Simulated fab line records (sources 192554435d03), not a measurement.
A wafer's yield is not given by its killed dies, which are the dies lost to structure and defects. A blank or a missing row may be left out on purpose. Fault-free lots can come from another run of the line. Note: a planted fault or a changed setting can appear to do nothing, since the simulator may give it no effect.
fab line records	flow n5_finfet
record lots=24	wafers=72	last_day=18
route steps=1938 shown BEOL_M10@1483 BEOL_M11@1536
lots that met no fault: from a run of the same line without faults
start_h: the number of hours between the record's first day and the start of the first shown wafer of the lot	wait_h: hours since the lot's step before	" repeats the value in the row above	L1.1+2: a single row standing in for several wafers	- no value, or no start was given	* or withheld: withheld	< > ~ a bound
route shown NAME@n: names a module that has steps shown in the file, with the first one's number in the route	usual: mean and standard deviation over wafers with no fault	same: alike in all rows	chamber/n: place in a boat	sites: the reading at each site	_std_site: standard deviation of those values	_edge_site: the outer-site mean with the inner-site mean subtracted	radius_mm: for every site, how far away it sits from the centre of the wafer	mask NAME#n: copy n	behind: the tool/chamber that last shaped the wafer	hold: why the lot went on hold/how many hours it stayed there/how the hold came to an end	device: which transistor (n, p or np) failed to switch	end of line: the same wafers' tests at the end of the route	step lacking rows: just its recipe	killed: dies lost to structure and defects at the first sort, not the wafer's yield	map: a wafer's dies, marking killed ones x, the rest . and places with no die _
set.NAME: setting as actually run; set.NAME@STEP: the setting as run at that earlier step	model.NAME: the simulator's own value behind a step, which no gauge read
a sample of lots followed through the steps of the route, with each step as a table and each wafer as a row
services: a tool's chamber out of use, with start hour (start_h, from the record's first day; less than 0 if before it), hours out, and reason
## steps
# step N5_BEOL_M10_CD_MEAS_11
# recipe target_cd_nm=64.1	landing_energy_ev=500	detector=se_inlens	polarity=opening
# usual cd_nm=64.3/0.67
lot.wafer	tool	chamber	start_h	wait_h	cd_nm
L074.1	cd_sem-03	0	227.97	-	64.8
L074.4	"	0	"	"	63.2
L074.6	"	0	"	"	64.2
L075.2	cd_sem-03	0	234.45	-	64.7
L075.3	"	0	"	"	65.0
L075.6	"	0	"	"	63.9
L076.1	cd_sem-02	0	258.78	-	65.0
L076.3	"	0	"	"	64.3
L076.6	"	0	"	"	65.8
L078.2	cd_sem-01	0	258.95	-	64.7
L078.3	"	0	"	"	64.7
L078.5	"	0	"	"	64.8
L081.1	cd_sem-03	0	263.85	-	63.5
L081.2	"	0	"	"	64.2
L081.4	"	0	"	"	63.4
L079.1	cd_sem-02	0	267.78	-	63.5
L079.5	"	0	"	"	64.4
L079.6	"	0	"	"	65.1
L080.1	cd_sem-03	0	269.37	-	65.1
L080.3	"	0	"	"	64.7
L080.5	"	0	"	"	65.3
L077.2	cd_sem-03	0	272.14	-	64.0
L077.4	"	0	"	"	63.3
L077.6	"	0	"	"	63.9
L082.2	cd_sem-03	0	272.43	-	64.3
L082.3	"	0	"	"	64.0
L082.4	"	0	"	"	63.4
L083.1	cd_sem-02	0	276.08	-	64.6
L083.5	"	0	"	"	64.5
L083.6	"	0	"	"	63.5
L084.3	cd_sem-01	0	281.79	-	65.6
L084.4	"	0	"	"	64.6
L084.6	"	0	"	"	64.2
L085.1	cd_sem-03	0	291.20	-	65.0
L085.3	"	0	"	"	63.7
L085.5	"	0	"	"	64.2
L086.1	cd_sem-03	0	301.26	-	65.2
L086.3	"	0	"	"	64.8
L086.6	"	0	"	"	65.2
L087.2	cd_sem-01	0	301.46	-	65.0
L087.5	"	0	"	"	65.5
L087.6	"	0	"	"	64.4
L088.1	cd_sem-03	0	313.64	-	63.7
L088.4	"	0	"	"	63.2
L088.5	"	0	"	"	63.6
L089.1	cd_sem-02	0	321.47	-	64.0
L089.4	"	0	"	"	64.5
L089.6	"	0	"	"	64.2
L091.2	cd_sem-02	0	326.06	-	63.6
L091.3	"	0	"	"	64.4
L091.5	"	0	"	"	64.4
L090.3	cd_sem-01	0	334.85	-	63.9
L090.4	"	0	"	"	65.2
L090.6	"	0	"	"	64.1
L093.3	cd_sem-01	0	335.36	-	64.4
L093.5	"	0	"	"	64.1
L093.6	"	0	"	"	64.9
L092.1	cd_sem-01	0	335.52	-	65.0
L092.2	"	0	"	"	64.9
L092.5	"	0	"	"	64.9
L094.2	cd_sem-03	0	345.42	-	64.8
L094.3	"	0	"	"	65.8
L094.6	"	0	"	"	65.4
L095.2	cd_sem-02	0	363.15	-	64.5
L095.5	"	0	"	"	63.8
L095.6	"	0	"	"	65.6
L096.4	cd_sem-01	0	367.85	-	64.1
L096.5	"	0	"	"	65.3
L096.6	"	0	"	"	63.8
L097.2	cd_sem-01	0	368.45	-	64.5
L097.3	"	0	"	"	63.5
L097.6	"	0	"	"	63.4
# step N5_BEOL_M10_OVL_MEAS_12
# recipe points_per_wafer=44
# usual M10_OVL=-0.1/0.83
lot.wafer	tool	chamber	start_h	wait_h	M10_OVL[nm]
L074.1	overlay-01	0	228.00	0.0	-1.7
L074.4	"	0	"	"	-0.2
L074.6	"	0	"	"	-0.6
L075.2	overlay-01	0	234.48	0.0	0.7
L075.3	"	0	"	"	0.3
L075.6	"	0	"	"	0.6
L076.1	overlay-02	0	258.81	0.0	-1.2
L076.3	"	0	"	"	-0.9
L076.6	"	0	"	"	-0.5
L078.2	overlay-01	0	258.98	0.0	-0.3
L078.3	"	0	"	"	0.3
L078.5	"	0	"	"	0.8
L081.1	overlay-02	0	263.88	0.0	-0.7
L081.2	"	0	"	"	0.1
L081.4	"	0	"	"	1.0
L079.1	overlay-02	0	267.81	0.0	-0.2
L079.5	"	0	"	"	-1.0
L079.6	"	0	"	"	-0.1
L080.1	overlay-01	0	269.40	0.0	1.2
L080.3	"	0	"	"	0.6
L080.5	"	0	"	"	0.2
L077.2	overlay-01	0	272.16	0.0	1.8
L077.4	"	0	"	"	0.9
L077.6	"	0	"	"	1.1
L082.2	overlay-02	0	272.46	0.0	2.4
L082.3	"	0	"	"	0.4
L082.4	"	0	"	"	1.7
L083.1	overlay-02	0	276.11	0.0	-0.3
L083.5	"	0	"	"	-1.2
L083.6	"	0	"	"	-1.0
L084.3	overlay-01	0	281.82	0.0	-1.0
L084.4	"	0	"	"	-0.4
L084.6	"	0	"	"	0.2
L085.1	overlay-02	0	291.23	0.0	-0.5
L085.3	"	0	"	"	-0.5
L085.5	"	0	"	"	-1.2
L086.1	overlay-01	0	301.29	0.0	-0.3
L086.3	"	0	"	"	0.5
L086.6	"	0	"	"	0.3
L087.2	overlay-01	0	301.49	0.0	-0.2
L087.5	"	0	"	"	-0.3
L087.6	"	0	"	"	-0.3
L088.1	overlay-01	0	313.67	0.0	-0.5
L088.4	"	0	"	"	-1.6
L088.5	"	0	"	"	-2.4
L089.1	overlay-02	0	321.50	0.0	-0.9
L089.4	"	0	"	"	-0.2
L089.6	"	0	"	"	-1.2
L091.2	overlay-02	0	326.09	0.0	0.7
L091.3	"	0	"	"	-0.6
L091.5	"	0	"	"	1.3
L090.3	overlay-02	0	334.88	0.0	0.6
L090.4	"	0	"	"	-0.3
L090.6	"	0	"	"	-0.2
L093.3	overlay-01	0	335.39	0.0	1.5
L093.5	"	0	"	"	0.9
L093.6	"	0	"	"	1.2
L092.1	overlay-01	0	335.55	0.0	0.2
L092.2	"	0	"	"	-0.9
L092.5	"	0	"	"	-0.2
L094.2	overlay-02	0	345.45	0.0	0.8
L094.3	"	0	"	"	0.1
L094.6	"	0	"	"	0.9
L095.2	overlay-02	0	363.18	0.0	-0.5
L095.5	"	0	"	"	0.0
L095.6	"	0	"	"	-0.6
L096.4	overlay-01	0	367.88	0.0	-0.2
L096.5	"	0	"	"	0.6
L096.6	"	0	"	"	-0.3
L097.2	overlay-02	0	368.48	0.0	-0.7
L097.3	"	0	"	"	0.1
L097.6	"	0	"	"	-0.6
# step N5_BEOL_M11_ILD_DEP_00
# recipe material=SiCOH_lowk	target_thk_a=3085.1	temp_c=300	precursor=DEMS/porogen	pressure_torr=5	rf_w=500	time_s=58
# usual heater_power_w=325/47	showerhead_plenum_p_Torr=5.741/0.016	throttle_valve_pct=13.6/0.61
lot.wafer	tool	chamber	start_h	wait_h	heater_power_w	showerhead_plenum_p_Torr	throttle_valve_pct
L074.1	pecvd-02	2	235.17	0.0	342	5.721	13.5
L074.4	"	2	"	"	353	5.737	13.5
L074.6	"	1	"	"	271	5.766	13.6
L075.2	pecvd-04	2	240.76	0.0	378	5.732	12.7
L075.3	"	1	"	"	271	5.731	14.0
L075.6	"	1	"	"	284	5.738	13.9
L078.2	pecvd-02	1	263.28	0.0	274	5.732	13.6
L078.3	"	2	"	"	354	5.737	13.5
L078.5	"	1	"	"	280	5.741	13.6
L076.1	pecvd-04	2	264.09	0.0	329	5.747	12.7
L076.3	"	1	"	"	295	5.721	14.2
L076.6	"	1	"	"	302	5.726	14.1
L081.1	pecvd-04	0	270.23	0.0	335	5.734	14.2
L081.2	"	1	"	"	274	5.746	14.1
L081.4	"	1	"	"	291	5.714	14.3
L080.1	pecvd-04	1	274.04	0.0	318	5.719	14.4
L080.3	"	2	"	"	326	5.719	12.5
L080.5	"	2	"	"	338	5.736	12.6
L079.1	pecvd-02	2	274.74	0.0	398	5.744	13.4
L079.5	"	1	"	"	308	5.736	13.8
L079.6	"	2	"	"	404	5.739	13.7
L077.2	pecvd-03	2	276.74	0.0	235	5.720	13.2
L077.4	"	2	"	"	245	5.747	12.9
L077.6	"	1	"	"	363	5.736	15.0
L082.2	pecvd-02	1	277.30	0.0	293	5.748	13.8
L082.3	"	0	"	"	311	5.753	12.9
L082.4	"	2	"	"	342	5.745	13.6
L083.1	pecvd-04	2	282.18	0.0	394	5.730	12.7
L083.5	"	2	"	"	312	5.740	12.8
L083.6	"	0	"	"	382	5.738	14.1
L084.3	pecvd-02	2	289.27	0.0	392	5.737	13.6
L084.4	"	0	"	"	330	5.766	13.1
L084.6	"	2	"	"	399	5.737	13.7
L085.1	pecvd-02	1	295.46	0.0	263	5.730	14.2
L085.3	"	2	"	"	394	5.720	13.7
L085.5	"	0	"	"	310	5.733	13.0
L086.1	pecvd-02	1	306.13	0.0	265	5.736	13.7
L086.3	"	0	"	"	370	5.758	13.0
L086.6	"	1	"	"	269	5.736	13.9
L087.2	pecvd-02	2	306.36	0.0	403	5.722	13.3
L087.5	"	1	"	"	236	5.747	13.9
L087.6	"	2	"	"	325	5.734	13.4
L088.1	pecvd-04	2	318.88	0.0	382	5.736	12.7
L088.4	"	2	"	"	394	5.734	13.0
L088.5	"	0	"	"	348	5.752	14.2
L089.1	pecvd-02	1	329.15	0.0	289	5.746	13.8
L089.4	"	1	"	"	295	5.753	14.0
L089.6	"	0	"	"	341	5.747	12.8
L091.2	pecvd-04	1	331.37	0.0	324	5.723	14.3
L091.3	"	0	"	"	407	5.743	14.4
L091.5	"	1	"	"	273	5.712	14.2
L093.3	pecvd-03	2	342.78	0.0	257	5.756	13.0
L093.5	"	0	"	"	302	5.794	13.2
L093.6	"	2	"	"	259	5.755	13.3
L090.3	pecvd-03	1	344.17	0.0	320	5.738	14.6
L090.4	"	2	"	"	246	5.726	13.5
L090.6	"	1	"	"	328	5.740	14.9
L092.1	pecvd-02	0	344.27	0.0	356	5.741	13.1
L092.2	"	2	"	"	360	5.740	13.6
L092.5	"	1	"	"	283	5.748	13.6
L094.2	pecvd-02	2	349.47	0.0	394	5.749	13.6
L094.3	"	1	"	"	300	5.756	13.7
L094.6	"	0	"	"	329	5.737	13.2
L095.2	pecvd-03	0	368.09	0.0	304	5.792	13.2
L095.5	"	1	"	"	353	5.746	14.8
L095.6	"	0	"	"	317	5.788	13.0
L097.2	pecvd-04	1	374.22	0.0	321	5.736	14.3
L097.3	"	2	"	"	323	5.748	12.8
L097.6	"	0	"	"	415	5.736	14.4
L096.4	pecvd-03	1	375.21	0.1	321	5.746	15.0
L096.5	"	0	"	"	324	5.780	13.3
L096.6	"	2	"	"	214	5.758	13.4
# step N5_BEOL_M11_INSPECT_13
# recipe mode=adi	inspect_instrument=brightfield
# usual raw_defect_count=428/96
lot.wafer	tool	chamber	start_h	wait_h	raw_defect_count
L074.1	defect_inspect-01	-	238.79	0.0	418
L074.4	"	-	"	"	540
L074.6	"	-	"	"	559
L075.2	defect_inspect-02	-	244.78	0.0	354
L075.3	"	-	"	"	307
L075.6	"	-	"	"	324
L078.2	defect_inspect-02	-	264.63	0.0	456
L078.3	"	-	"	"	340
L078.5	"	-	"	"	482
L076.1	defect_inspect-01	-	267.24	0.0	413
L076.3	"	-	"	"	341
L076.6	"	-	"	"	377
L081.1	defect_inspect-02	-	272.45	0.0	385
L081.2	"	-	"	"	334
L081.4	"	-	"	"	420
L080.1	defect_inspect-02	-	276.36	0.0	406
L080.3	"	-	"	"	395
L080.5	"	-	"	"	393
L079.1	defect_inspect-01	-	276.48	0.0	449
L079.5	"	-	"	"	529
L079.6	"	-	"	"	581
L077.2	defect_inspect-02	-	278.80	0.0	302
L077.4	"	-	"	"	325
L077.6	"	-	"	"	338
L082.2	defect_inspect-01	-	281.12	0.0	408
L082.3	"	-	"	"	501
L082.4	"	-	"	"	490
L083.1	defect_inspect-02	-	286.58	0.0	369
L083.5	"	-	"	"	686
L083.6	"	-	"	"	524
L084.3	defect_inspect-01	-	291.30	0.0	556
L084.4	"	-	"	"	473
L084.6	"	-	"	"	430
L085.1	defect_inspect-02	-	297.42	0.0	493
L085.3	"	-	"	"	347
L085.5	"	-	"	"	517
L086.1	defect_inspect-01	-	307.83	0.0	344
L086.3	"	-	"	"	436
L086.6	"	-	"	"	385
L087.2	defect_inspect-02	-	307.99	0.0	298
L087.5	"	-	"	"	299
L087.6	"	-	"	"	360
L088.1	defect_inspect-02	-	320.77	0.0	397
L088.4	"	-	"	"	509
L088.5	"	-	"	"	325
L089.1	defect_inspect-01	-	330.35	0.0	332
L089.4	"	-	"	"	310
L089.6	"	-	"	"	472
L091.2	defect_inspect-01	-	335.31	0.0	445
L091.3	"	-	"	"	390
L091.5	"	-	"	"	451
L093.3	defect_inspect-01	-	344.24	0.0	520
L093.5	"	-	"	"	483
L093.6	"	-	"	"	610
L092.1	defect_inspect-01	-	347.09	0.0	408
L092.2	"	-	"	"	598
L092.5	"	-	"	"	547
L090.3	defect_inspect-02	-	347.50	0.0	453
L090.4	"	-	"	"	383
L090.6	"	-	"	"	457
L094.2	defect_inspect-02	-	351.22	0.0	267
L094.3	"	-	"	"	342
L094.6	"	-	"	"	319
L095.2	defect_inspect-02	-	369.65	0.0	304
L095.5	"	-	"	"	338
L095.6	"	-	"	"	357
L097.2	defect_inspect-01	-	378.73	0.0	380
L097.3	"	-	"	"	282
L097.6	"	-	"	"	318
L096.4	defect_inspect-02	-	378.90	0.0	338
L096.5	"	-	"	"	343
L096.6	"	-	"	"	333
# step N5_BEOL_M11_TRENCH_ETCH_37
# recipe chemistry=C4F6/O2	target_depth_a=1488.3	target=SiCOH_lowk	time_s=48	ion_energy_ev=250	pressure_mtorr=30	source_w=345	bias_w=185	Ar_flow_sccm=300	C4F6_flow_sccm=10	O2_flow_sccm=10
# usual O2_flow_sccm=10.003/0.029	drypump_motor_current_A=5.7/0.48	oes_f_703_au=0.79/0.06	oes_product_au=0.81/0.069	rf_vpp_V=667/22	showerhead_plenum_p_Torr=2.84/0.092	throttle_valve_pct=20.85/0.19
lot.wafer	tool	chamber	start_h	wait_h	O2_flow_sccm	drypump_motor_current_A	oes_f_703_au	oes_product_au	rf_hours_counter_h	rf_vpp_V	showerhead_plenum_p_Torr	throttle_valve_pct
L074.1	rie_diel-03	3	-	-	9.997	6.5	0.85	0.85	50	653	3.04	20.92
L074.4	"	0	"	"	10.040	6.0	0.80	0.82	79	692	2.85	20.88
L074.6	"	2	"	"	10.003	5.8	0.77	0.75	-	653	2.87	20.88
L075.2	rie_diel-01	0	-	-	10.027	5.5	0.86	0.88	46	674	2.80	20.86
L075.3	"	3	"	"	9.956	6.0	0.84	0.83	71	632	2.93	21.09
L075.6	"	0	"	"	9.992	5.5	0.86	0.88	-	675	2.80	20.85
L078.2	rie_diel-03	3	-	-	9.997	6.6	0.85	0.86	56	655	3.03	20.95
L078.3	"	2	"	"	10.012	5.8	0.76	0.76	137	652	2.87	20.88
L078.5	"	3	"	"	10.003	6.6	0.85	0.85	-	654	3.03	20.94
L076.1	rie_diel-01	3	-	-	9.975	6.0	0.84	0.83	78	631	2.92	21.12
L076.3	"	1	"	"	9.976	5.4	0.77	0.82	60	681	2.80	20.67
L076.6	"	2	"	"	10.091	5.3	0.85	0.86	-	679	2.78	20.72
L081.1	rie_diel-03	0	-	-	9.983	6.0	0.79	0.80	90	691	2.84	20.89
L081.2	"	3	"	"	9.968	6.6	0.85	0.84	59	654	3.03	20.94
L081.4	"	1	"	"	9.988	6.6	0.72	0.74	186	683	2.80	20.88
L080.1	rie_diel-03	1	-	-	10.007	6.6	0.72	0.74	188	684	2.80	20.87
L080.3	"	2	"	"	10.010	5.8	0.76	0.74	140	653	2.86	20.89
L080.5	"	3	"	"	9.994	6.5	0.84	0.85	-	653	3.03	20.94
L079.1	rie_diel-05	0	-	-	9.992	5.1	0.74	0.68	211	617	2.70	20.80
L079.5	"	1	"	"	10.033	6.0	0.92	0.95	-	669	2.91	20.50
L079.6	"	0	"	"	9.978	5.1	0.74	0.69	-	616	2.70	20.80
L077.2	rie_diel-03	0	-	-	9.996	6.1	0.79	0.81	92	690	2.84	20.89
L077.4	"	2	"	"	9.998	5.8	0.75	0.75	141	652	2.86	20.91
L077.6	"	3	"	"	9.993	6.5	0.84	0.85	-	653	3.03	20.95
L082.2	rie_diel-03	0	-	-	9.956	6.0	0.79	0.80	94	692	2.84	20.89
L082.3	"	3	"	"	10.006	6.5	0.85	0.84	63	654	3.03	20.95
L082.4	"	2	"	"	9.991	5.8	0.76	0.75	142	654	2.86	20.90
L083.1	rie_diel-05	3	-	-	9.993	5.8	0.66	0.69	230	701	2.95	21.38
L083.5	"	1	"	"	10.005	5.9	0.91	0.97	-	668	2.91	20.49
L083.6	"	0	"	"	10.031	5.1	0.73	0.68	-	617	2.70	20.81
L084.3	rie_diel-01	3	-	-	10.025	6.0	0.82	0.81	86	632	2.92	21.14
L084.4	"	2	"	"	10.028	5.3	0.84	0.86	55	681	2.77	20.70
L084.6	"	1	"	"	9.950	5.4	0.76	0.82	-	680	2.80	20.69
L085.1	rie_diel-01	1	-	-	10.027	5.4	0.76	0.81	69	678	2.80	20.69
L085.3	"	0	"	"	9.985	5.5	0.85	0.86	62	675	2.79	20.88
L085.5	"	3	"	"	9.978	6.0	0.82	0.81	-	632	2.92	21.13
L086.1	rie_diel-05	2	-	-	9.986	5.0	0.78	0.82	107	677	2.72	20.77
L086.3	"	1	"	"	10.012	5.9	0.89	0.94	21	669	2.91	20.48
L086.6	"	2	"	"	9.986	5.0	0.78	0.81	-	676	2.72	20.78
L087.2	rie_diel-01	0	-	-	9.965	5.5	0.84	0.85	65	675	2.79	20.88
L087.5	"	0	"	"	9.995	5.5	0.85	0.85	-	674	2.79	20.88
L087.6	"	1	"	"	10.057	5.4	0.75	0.80	-	680	2.80	20.68
L088.1	rie_diel-05	1	-	-	9.950	6.0	0.88	0.92	27	669	2.90	20.50
L088.4	"	0	"	"	10.023	5.1	0.72	0.67	229	616	2.70	20.82
L088.5	"	2	"	"	9.991	5.1	0.77	0.80	-	677	2.71	20.78
L089.1	rie_diel-01	3	-	-	9.998	6.0	0.81	0.80	99	632	2.91	21.15
L089.4	"	1	"	"	10.033	5.4	0.74	0.80	80	681	2.79	20.70
L089.6	"	0	"	"	9.950	5.5	0.84	0.84	-	675	2.79	20.89
L091.2	rie_diel-03	3	-	-	10.021	6.5	0.82	0.82	78	654	3.02	20.98
L091.3	"	2	"	"	9.926	5.8	0.75	0.74	158	653	2.86	20.92
L091.5	"	1	"	"	10.042	6.6	0.70	0.72	-	685	2.79	20.91
L093.3	rie_diel-01	0	-	-	9.986	5.5	0.84	0.84	74	674	2.79	20.90
L093.5	"	1	"	"	10.026	5.4	0.75	0.81	-	680	2.79	20.71
L093.6	"	2	"	"	10.047	5.3	0.82	0.84	-	681	2.77	20.74
L090.3	rie_diel-05	1	-	-	10.025	6.0	0.87	0.91	33	669	2.90	20.52
L090.4	"	2	"	"	10.048	5.0	0.78	0.80	118	677	2.71	20.78
L090.6	"	2	"	"	10.005	5.0	0.78	0.79	-	677	2.71	20.81
L092.1	rie_diel-03	2	-	-	10.012	5.8	0.74	0.73	161	653	2.86	20.94
L092.2	"	1	"	"	9.983	6.6	0.70	0.72	210	683	2.79	20.91
L092.5	"	1	"	"	9.977	6.6	0.70	0.72	-	684	2.79	20.91
L094.2	rie_diel-05	0	-	-	10.008	5.1	0.72	0.66	236	614	2.69	20.83
L094.3	"	1	"	"	10.031	5.9	0.86	0.92	34	668	2.90	20.52
L094.6	"	1	"	"	9.992	5.9	0.86	0.91	-	668	2.90	20.54
L095.2	rie_diel-05	0	-	-	10.000	5.1	0.72	0.67	244	616	2.69	20.85
L095.5	"	1	"	"	10.070	5.9	0.85	0.90	-	666	2.90	20.53
L095.6	"	2	"	"	9.951	5.0	0.76	0.79	-	677	2.71	20.80
L097.2	rie_diel-01	1	-	-	10.040	5.4	0.73	0.78	95	681	2.79	20.71
L097.3	"	2	"	"	10.046	5.3	0.81	0.82	83	682	2.76	20.76
L097.6	"	1	"	"	10.009	5.4	0.72	0.79	-	679	2.79	20.72
L096.4	rie_diel-01	1	-	-	10.032	5.4	0.73	0.79	95	680	2.79	20.73
L096.5	"	0	"	"	10.010	5.5	0.81	0.83	-	674	2.78	20.90
L096.6	"	1	"	"	10.006	5.4	0.73	0.78	-	680	2.79	20.72
# step N5_BEOL_M11_ETCH_41
# recipe chemistry=CH3F/O2	target=SiCN	target_depth_a=426	taper_deg=2	time_s=86	ion_energy_ev=120	mask_material=TiN	pressure_mtorr=30	source_w=395	bias_w=75	Ar_flow_sccm=150	CH3F_flow_sccm=30	O2_flow_sccm=20
# usual O2_flow_sccm=20.00/0.052	drypump_motor_current_A=5.7/0.48	oes_product_au=0.80/0.069	rf_vpp_V=297.1/1.5	showerhead_plenum_p_Torr=1.99/0.065	throttle_valve_pct=16.22/0.19
lot.wafer	tool	chamber	start_h	wait_h	O2_flow_sccm	drypump_motor_current_A	oes_product_au	rf_hours_counter_h	rf_vpp_V	showerhead_plenum_p_Torr	throttle_valve_pct
L074.1	rie_diel-03	3	-	-	20.04	6.5	0.85	50	300.3	2.13	16.18
L074.4	"	0	"	"	19.98	6.0	0.82	79	295.8	2.00	16.25
L074.6	"	2	"	"	19.97	5.8	0.76	-	297.2	2.02	16.26
L075.2	rie_diel-01	0	-	-	19.99	5.5	0.88	46	297.2	1.96	16.15
L075.3	"	3	"	"	19.95	6.0	0.83	71	299.3	2.06	16.39
L075.6	"	0	"	"	20.03	5.5	0.89	-	296.7	1.96	16.16
L078.2	rie_diel-03	3	-	-	20.00	6.5	0.85	56	300.2	2.13	16.19
L078.3	"	2	"	"	19.90	5.8	0.75	137	298.8	2.01	16.29
L078.5	"	3	"	"	19.98	6.5	0.85	-	300.8	2.13	16.18
L076.1	rie_diel-01	3	-	-	19.95	6.1	0.81	78	300.6	2.05	16.39
L076.3	"	1	"	"	19.97	5.4	0.82	60	296.3	1.97	16.03
L076.6	"	2	"	"	19.99	5.3	0.86	-	295.8	1.95	16.04
L081.1	rie_diel-03	0	-	-	19.97	6.0	0.81	90	296.6	2.00	16.28
L081.2	"	3	"	"	19.87	6.5	0.85	59	300.9	2.13	16.21
L081.4	"	1	"	"	20.10	6.6	0.74	186	296.2	1.96	16.33
L080.1	rie_diel-03	1	-	-	20.00	6.6	0.74	188	297.4	1.96	16.35
L080.3	"	2	"	"	20.03	5.8	0.75	140	299.1	2.01	16.30
L080.5	"	3	"	"	19.98	6.5	0.85	-	299.4	2.13	16.20
L079.1	rie_diel-05	0	-	-	19.94	5.1	0.69	211	295.9	1.90	16.30
L079.5	"	1	"	"	20.02	6.0	0.96	-	297.2	2.05	15.85
L079.6	"	0	"	"	20.03	5.1	0.69	-	295.6	1.90	16.28
L077.2	rie_diel-03	0	-	-	19.90	6.1	0.80	92	298.8	2.00	16.27
L077.4	"	2	"	"	19.96	5.8	0.74	141	297.5	2.01	16.31
L077.6	"	3	"	"	20.04	6.5	0.85	-	297.7	2.13	16.20
L082.2	rie_diel-03	0	-	-	19.99	6.0	0.80	94	297.6	2.00	16.27
L082.3	"	3	"	"	20.02	6.5	0.85	63	299.3	2.13	16.22
L082.4	"	2	"	"	19.95	5.8	0.75	142	297.8	2.01	16.31
L083.1	rie_diel-05	3	-	-	20.03	5.8	0.69	230	299.2	2.07	16.80
L083.5	"	1	"	"	19.95	6.0	0.96	-	297.8	2.05	15.86
L083.6	"	0	"	"	19.99	5.2	0.69	-	294.0	1.90	16.27
L084.3	rie_diel-01	3	-	-	20.05	6.0	0.82	86	296.9	2.05	16.42
L084.4	"	2	"	"	20.05	5.3	0.86	55	296.3	1.95	16.08
L084.6	"	1	"	"	19.98	5.4	0.82	-	295.5	1.96	16.04
L085.1	rie_diel-01	1	-	-	20.08	5.4	0.81	69	296.9	1.96	16.05
L085.3	"	0	"	"	20.01	5.4	0.85	62	295.6	1.96	16.15
L085.5	"	3	"	"	19.99	6.0	0.80	-	297.9	2.05	16.41
L086.1	rie_diel-05	2	-	-	20.03	5.0	0.81	107	296.2	1.91	16.26
L086.3	"	1	"	"	19.98	6.0	0.92	21	298.5	2.05	15.88
L086.6	"	2	"	"	20.09	5.0	0.82	-	297.1	1.91	16.24
L087.2	rie_diel-01	0	-	-	19.98	5.5	0.85	65	296.8	1.96	16.16
L087.5	"	0	"	"	20.03	5.5	0.85	-	294.9	1.96	16.16
L087.6	"	1	"	"	20.02	5.4	0.81	-	296.7	1.96	16.05
L088.1	rie_diel-05	1	-	-	19.98	5.9	0.91	27	298.5	2.04	15.89
L088.4	"	0	"	"	19.97	5.1	0.67	229	295.9	1.89	16.33
L088.5	"	2	"	"	20.09	5.1	0.80	-	296.8	1.91	16.25
L089.1	rie_diel-01	3	-	-	20.05	6.1	0.81	99	298.3	2.05	16.44
L089.4	"	1	"	"	19.98	5.4	0.80	80	296.5	1.96	16.08
L089.6	"	0	"	"	19.98	5.5	0.85	-	294.5	1.95	16.20
L091.2	rie_diel-03	3	-	-	19.98	6.5	0.83	78	300.2	2.12	16.24
L091.3	"	2	"	"	19.88	5.8	0.74	158	297.2	2.01	16.35
L091.5	"	1	"	"	20.02	6.6	0.72	-	295.7	1.96	16.38
L093.3	rie_diel-01	0	-	-	20.03	5.5	0.84	74	296.0	1.95	16.22
L093.5	"	1	"	"	20.04	5.4	0.80	-	296.6	1.96	16.08
L093.6	"	2	"	"	20.06	5.3	0.83	-	296.2	1.94	16.08
L090.3	rie_diel-05	1	-	-	19.96	6.0	0.91	33	298.1	2.04	15.89
L090.4	"	2	"	"	19.92	5.0	0.80	118	296.2	1.91	16.29
L090.6	"	2	"	"	20.00	5.1	0.79	-	296.6	1.91	16.27
L092.1	rie_diel-03	2	-	-	19.97	5.8	0.73	161	297.8	2.01	16.35
L092.2	"	1	"	"	19.98	6.6	0.72	210	297.0	1.96	16.36
L092.5	"	1	"	"	19.99	6.6	0.72	-	297.1	1.96	16.39
L094.2	rie_diel-05	0	-	-	19.99	5.1	0.67	236	296.6	1.89	16.34
L094.3	"	1	"	"	19.97	5.9	0.91	34	298.2	2.04	15.91
L094.6	"	1	"	"	19.97	5.9	0.92	-	298.0	2.04	15.91
L095.2	rie_diel-05	0	-	-	20.02	5.1	0.66	244	294.9	1.89	16.37
L095.5	"	1	"	"	20.11	6.0	0.88	-	298.8	2.04	15.92
L095.6	"	2	"	"	19.94	5.0	0.78	-	295.4	1.91	16.31
L097.2	rie_diel-01	1	-	-	19.91	5.4	0.78	95	296.0	1.95	16.09
L097.3	"	2	"	"	20.04	5.2	0.83	83	295.7	1.94	16.10
L097.6	"	1	"	"	20.11	5.4	0.78	-	296.8	1.95	16.09
L096.4	rie_diel-01	1	-	-	20.01	5.4	0.78	95	295.3	1.95	16.11
L096.5	"	0	"	"	19.97	5.5	0.83	-	296.3	1.95	16.20
L096.6	"	1	"	"	20.11	5.4	0.78	-	295.4	1.95	16.09
## services
tool	chamber	start_h	hours	kind
rie_diel-05	3	215.05	2.0	repair
pecvd-02	0	226.95	-	clean
pecvd-02	0	226.95	29.5	scheduled_down
pecvd-02	0	226.95	29.5	vent_cycle
pecvd-03	-	227.45	0.9	repair
pecvd-02	0	256.45	2.1	scheduled_down
rie_diel-03	3	256.81	3.9	repair
pecvd-02	-	266.68	5.9	repair
pecvd-03	2	281.80	4.3	repair
pecvd-03	-	307.84	0.5	repair
pecvd-03	0	320.29	13.8	repair
pecvd-04	2	331.10	2.1	scheduled_down
pecvd-02	-	332.83	0.4	repair
pecvd-03	2	337.13	2.1	scheduled_down
rie_diel-01	0	339.95	5.7	repair
rie_diel-05	3	352.23	-	clean
rie_diel-05	3	352.23	-	consumable_replace:focus_ring
rie_diel-05	3	352.23	17.2	scheduled_down
rie_diel-05	3	352.23	17.2	vent_cycle
pecvd-03	0	358.98	5.5	scheduled_down
rie_diel-01	-	359.56	0.5	repair
pecvd-03	2	377.01	8.5	repair
pecvd-02	1	381.66	5.5	scheduled_down
rie_diel-01	-	382.50	0.2	repair
## key
fault none
